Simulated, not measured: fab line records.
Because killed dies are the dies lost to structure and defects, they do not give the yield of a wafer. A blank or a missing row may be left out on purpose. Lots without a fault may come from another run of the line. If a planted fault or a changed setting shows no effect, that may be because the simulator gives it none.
Which of the tools did it?    flow nand_harc    Sampling: 24 lots, 72 wafers, 6 of 1302 route steps

WHAT EACH GAUGE READ, for each wafer
Not one reading of a measure or inspect step in the record can be checked against a usual standard deviation.

WHICH TOOL RAN EACH LOT (tool, then ch and the chambers of the sampled wafers, then the start)
lot   NHARC_A_WL_FILL_ETCHBACK_17        NHARC_A_CONTACT_ETCH_116              NHARC_A_CONTACT_ETCH_118              NHARC_A_CONTACT_ETCH_122              NHARC_A_CONTACT_ETCH_123              NHARC_A_CONTACT_ETCH_96
L074  rie_metal-03 ch 0,1, day 20 08:22  har_cap_etch-01 ch 0,1, day 21 00:20  har_cap_etch-01 ch 0,1, day 21 00:40  har_cap_etch-01 ch 0,1, day 21 01:21  har_cap_etch-01 ch 0,1, day 21 01:35  rie_diel-08 ch 2,3, no start
L075  rie_metal-01 ch 0,1, day 21 07:37  har_cap_etch-02 ch 0,1, day 21 22:44  har_cap_etch-02 ch 0,1, day 21 23:05  har_cap_etch-02 ch 0,1, day 21 23:46  har_cap_etch-02 ch 0,1, day 21 23:59  rie_diel-08 ch 2,3, no start
L076  rie_metal-02 ch 0,1, day 22 01:29  har_cap_etch-01 ch 0,1, day 22 16:29  har_cap_etch-01 ch 0,1, day 22 16:49  har_cap_etch-01 ch 0,1, day 22 17:30  har_cap_etch-01 ch 0,1, day 22 17:40  rie_diel-12 ch 0,2,3, no start
L077  rie_metal-01 ch 0,1, day 22 07:47  har_cap_etch-03 ch 0,1, day 22 22:28  har_cap_etch-03 ch 0,1, day 22 22:49  har_cap_etch-03 ch 0,1, day 22 23:29  har_cap_etch-03 ch 0,1, day 22 23:40  rie_diel-08 ch 0,1,3, no start
L078  rie_metal-03 ch 0,1, day 22 07:48  har_cap_etch-02 ch 0,1, day 22 23:14  har_cap_etch-02 ch 0,1, day 22 23:34  har_cap_etch-02 ch 0,1, day 23 00:16  har_cap_etch-02 ch 0,1, day 23 00:26  rie_diel-08 ch 1,2,3, no start
L079  rie_metal-01 ch 0,1, day 23 11:00  har_cap_etch-03 ch 0,1, day 24 02:33  har_cap_etch-03 ch 0,1, day 24 02:54  har_cap_etch-03 ch 0,1, day 24 03:34  har_cap_etch-03 ch 0,1, day 24 03:49  rie_diel-08 ch 0,1,2, no start
L080  rie_metal-03 ch 0,1, day 23 12:01  har_cap_etch-01 ch 0,1, day 24 01:49  har_cap_etch-01 ch 0,1, day 24 02:09  har_cap_etch-01 ch 0,1, day 24 02:50  har_cap_etch-01 ch 0,1, day 24 03:07  rie_diel-12 ch 0,2,3, no start
L081  rie_metal-01 ch 0,1, day 23 15:48  har_cap_etch-02 ch 0,1, day 24 06:54  har_cap_etch-02 ch 0,1, day 24 07:15  har_cap_etch-02 ch 0,1, day 24 07:56  har_cap_etch-02 ch 0,1, day 24 08:13  rie_diel-12 ch 0,3, no start
L082  rie_metal-02 ch 0,1, day 24 04:03  har_cap_etch-01 ch 0,1, day 25 00:07  har_cap_etch-01 ch 0,1, day 25 00:28  har_cap_etch-01 ch 0,1, day 25 01:08  har_cap_etch-01 ch 0,1, day 25 01:19  rie_diel-12 ch 1,2,3, no start
L083  rie_metal-03 ch 0,1, day 24 15:44  har_cap_etch-01 ch 0, day 25 06:35    har_cap_etch-01 ch 0, day 25 06:56    har_cap_etch-01 ch 0, day 25 07:37    har_cap_etch-01 ch 0, day 25 07:50    rie_diel-12 ch 0,2, no start
L085  rie_metal-03 ch 0,1, day 25 06:30  har_cap_etch-02 ch 0,1, day 25 21:29  har_cap_etch-02 ch 0,1, day 25 21:50  har_cap_etch-02 ch 0,1, day 25 22:31  har_cap_etch-02 ch 0,1, day 25 22:41  rie_diel-08 ch 0,2, no start
L084  rie_metal-03 ch 0,1, day 25 09:16  har_cap_etch-03 ch 0,1, day 26 00:13  har_cap_etch-03 ch 0,1, day 26 00:34  har_cap_etch-03 ch 0,1, day 26 01:14  har_cap_etch-03 ch 0,1, day 26 01:28  rie_diel-08 ch 0,1,2, no start
L086  rie_metal-02 ch 0,1, day 25 12:17  har_cap_etch-02 ch 0,1, day 26 06:38  har_cap_etch-02 ch 0,1, day 26 06:59  har_cap_etch-02 ch 0,1, day 26 07:40  har_cap_etch-02 ch 0,1, day 26 07:50  rie_diel-12 ch 0,2, no start
L088  rie_metal-02 ch 0,1, day 26 04:50  har_cap_etch-03 ch 0,1, day 26 22:29  har_cap_etch-03 ch 0,1, day 26 22:50  har_cap_etch-03 ch 0,1, day 26 23:31  har_cap_etch-03 ch 0,1, day 26 23:44  rie_diel-09 ch 0,1,2, no start
L087  rie_metal-01 ch 0,1, day 26 04:50  har_cap_etch-01 ch 0,1, day 26 20:51  har_cap_etch-01 ch 0,1, day 26 21:11  har_cap_etch-01 ch 0,1, day 26 21:53  har_cap_etch-01 ch 0,1, day 26 22:07  rie_diel-08 ch 0,1,3, no start
L090  rie_metal-01 ch 0,1, day 27 01:32  har_cap_etch-02 ch 0,1, day 27 16:19  har_cap_etch-02 ch 0,1, day 27 16:39  har_cap_etch-02 ch 0,1, day 27 17:20  har_cap_etch-02 ch 0,1, day 27 17:34  rie_diel-12 ch 1,3, no start
L089  rie_metal-03 ch 0, day 27 04:41    har_cap_etch-03 ch 1, day 27 19:22    har_cap_etch-03 ch 1, day 27 19:43    har_cap_etch-03 ch 1, day 27 20:24    har_cap_etch-03 ch 1, day 27 20:38    rie_diel-12 ch 1,2, no start
L092  rie_metal-02 ch 0,1, day 28 06:00  har_cap_etch-01 ch 1, day 28 20:53    har_cap_etch-01 ch 1, day 28 21:14    har_cap_etch-01 ch 1, day 28 21:56    har_cap_etch-01 ch 1, day 28 22:06    rie_diel-12 ch 0,1,3, no start
L091  rie_metal-02 ch 0,1, day 28 15:30  har_cap_etch-02 ch 0,1, day 29 06:20  har_cap_etch-02 ch 0,1, day 29 06:41  har_cap_etch-02 ch 0,1, day 29 07:22  har_cap_etch-02 ch 0,1, day 29 07:32  rie_diel-08 ch 1,2, no start
L094  rie_metal-03 ch 0, day 29 05:30    har_cap_etch-03 ch 0,1, day 29 20:26  har_cap_etch-03 ch 0,1, day 29 20:46  har_cap_etch-03 ch 0,1, day 29 21:28  har_cap_etch-03 ch 0,1, day 29 21:38  rie_diel-12 ch 1,3, no start
L093  rie_metal-01 ch 0,1, day 29 05:34  har_cap_etch-01 ch 0,1, day 29 21:16  har_cap_etch-01 ch 0,1, day 29 21:36  har_cap_etch-01 ch 0,1, day 29 22:17  har_cap_etch-01 ch 0,1, day 29 22:37  rie_diel-12 ch 0,1,2, no start
L095  rie_metal-03 ch 0,1, day 29 22:48  har_cap_etch-02 ch 0,1, day 30 13:56  har_cap_etch-02 ch 0,1, day 30 14:16  har_cap_etch-02 ch 0,1, day 30 14:57  har_cap_etch-02 ch 0,1, day 30 15:11  rie_diel-09 ch 0,3, no start
L096  rie_metal-03 ch 1, day 30 12:25    har_cap_etch-02 ch 1, day 31 03:17    har_cap_etch-02 ch 1, day 31 03:37    har_cap_etch-02 ch 1, day 31 04:19    har_cap_etch-02 ch 1, day 31 04:29    rie_diel-12 ch 1,2, day 31 05:37
L097  rie_metal-03 ch 0,1, day 31 09:12  har_cap_etch-01 ch 0,1, day 32 00:18  har_cap_etch-01 ch 0,1, day 32 00:38  har_cap_etch-01 ch 0,1, day 32 01:20  har_cap_etch-01 ch 0,1, day 32 01:30  rie_diel-12 ch 1,3, no start
- NHARC_A_WL_FILL_ETCHBACK_17: etches the open film in Cl2/BCl3, target depth 4 nm, time 26.7 s.
- NHARC_A_CONTACT_ETCH_116: etches the open film in C4F8/O2/Ar, time 190 s, target depth 1850 nm.
- NHARC_A_CONTACT_ETCH_118: etches the open film in C4F8/O2/Ar, time 190 s, target depth 1850 nm.
- NHARC_A_CONTACT_ETCH_122: etches the open film in C4F8/O2/Ar, time 190 s, target depth 1850 nm.
- NHARC_A_CONTACT_ETCH_123: etches the open film in C4F8/O2/Ar, time 490 s, target depth 2110 nm.
- NHARC_A_CONTACT_ETCH_96: etches the open film in C4F6/O2, target depth 20 nm, time 10 s.

WHAT THE TOOLS THEMSELVES READ (means of the sampled wafers that have a number; where no wafer has one, the mark that the record gives instead)
NHARC_A_WL_FILL_ETCHBACK_17.
lot   tool          drypump_motor_current_A (A)  he_backside_leak_sccm (sccm)  oes_product_au (a.u.)
L074  rie_metal-03  5.8                          3.23                          0.989
L075  rie_metal-01  6.1                          3.34                          0.988
L076  rie_metal-02  5.8                          3.33                          1.006
L077  rie_metal-01  6.1                          3.43                          0.999
L078  rie_metal-03  5.7                          3.35                          0.995
L079  rie_metal-01  6.1                          3.44                          0.999
L080  rie_metal-03  5.8                          3.29                          0.999
L081  rie_metal-01  5.7                          3.33                          1.000
L082  rie_metal-02  5.7                          3.48                          1.001
L083  rie_metal-03  5.7                          3.27                          1.001
L085  rie_metal-03  5.8                          3.35                          1.000
L084  rie_metal-03  5.7                          3.22                          0.996
L086  rie_metal-02  5.3                          3.34                          1.010
L088  rie_metal-02  5.8                          3.59                          1.005
L087  rie_metal-01  6.1                          3.26                          0.990
L090  rie_metal-01  5.7                          3.36                          0.984
L089  rie_metal-03  5.8                          3.21                          1.008
L092  rie_metal-02  5.3                          3.50                          0.992
L091  rie_metal-02  5.3                          3.51                          0.992
L094  rie_metal-03  5.7                          3.48                          1.001
L093  rie_metal-01  5.7                          3.29                          0.975
L095  rie_metal-03  5.7                          3.38                          1.010
L096  rie_metal-03  5.7                          3.42                          1.012
L097  rie_metal-03  5.8                          3.28                          0.990

NHARC_A_CONTACT_ETCH_96.
lot   tool         bias_w (W)  drypump_motor_current_A (A)  oes_product_au (a.u.)  rf_vpp_V (V)  showerhead_plenum_p_Torr (Torr)  throttle_valve_pct (%)
L074  rie_diel-08  499.9       6.3                          0.942                  550           4.06                             26.904
L075  rie_diel-08  500.8       6.3                          0.949                  545           3.91                             26.907
L076  rie_diel-12  500.6       6.0                          0.951                  547           3.86                             26.909
L077  rie_diel-08  498.7       6.2                          0.948                  547           3.95                             26.905
L078  rie_diel-08  498.7       6.2                          0.956                  549           4.04                             26.911
L079  rie_diel-08  500.4       6.2                          1.005                  550           4.09                             26.902
L080  rie_diel-12  500.7       6.0                          0.945                  546           3.86                             26.908
L081  rie_diel-12  498.8       6.1                          1.009                  544           3.79                             26.909
L082  rie_diel-12  501.3       6.0                          0.953                  545           3.81                             26.902
L083  rie_diel-12  501.0       5.9                          0.951                  548           3.92                             26.895
L085  rie_diel-08  499.9       6.3                          1.012                  550           4.09                             26.905
L084  rie_diel-08  500.2       6.2                          0.948                  550           4.08                             26.902
L086  rie_diel-12  500.7       6.3                          0.940                  546           3.89                             26.897
L088  rie_diel-09  499.6       6.1                          0.960                  545           3.83                             26.903
L087  rie_diel-08  500.5       6.2                          0.956                  547           3.93                             26.899
L090  rie_diel-12  501.0       6.1                          0.940                  543           3.74                             26.897
L089  rie_diel-12  500.7       6.3                          0.934                  544           3.80                             26.894
L092  rie_diel-12  498.1       6.4                          0.968                  544           3.78                             26.904
L091  rie_diel-08  498.8       6.1                          0.956                  551           4.14                             26.900
L094  rie_diel-12  499.9       6.4                          0.990                  543           3.73                             26.906
L093  rie_diel-12  499.9       6.3                          0.957                  545           3.84                             26.893
L095  rie_diel-09  499.6       6.3                          0.983                  543           3.79                             26.890
L096  rie_diel-12  498.8       5.9                          0.964                  546           3.86                             26.900
L097  rie_diel-12  499.8       6.5                          0.993                  543           3.73                             26.907

THE ANSWER, worked out from the rows above alone
Rule: what is usual is taken from the lots themselves. Put in order of their means at a reading, lots are off if they are a third of the lots or fewer, leave a main group of 4 or more, and stand apart from it by a gap of 3 or more times the standard deviation of the main group's means; of several such gaps the widest counts. If all means in a main group match to the digits the tables above print for the reading, that group is not used. A lot without any number at a reading at which 4 lots or more have one is off too. All remaining lots with rows at the step are treated as sound. The gauges are gone through in route order, then the tools' own readings, and for those a lot's mean is taken as printed above. The first step at which some lot is off is used, and at that step the reading that is off furthest; a lot without a number counts as furthest.
Across all readings shown, no lot is off: no conclusion can be drawn from this.

WHAT THE SIMULATOR HAD INSERTED
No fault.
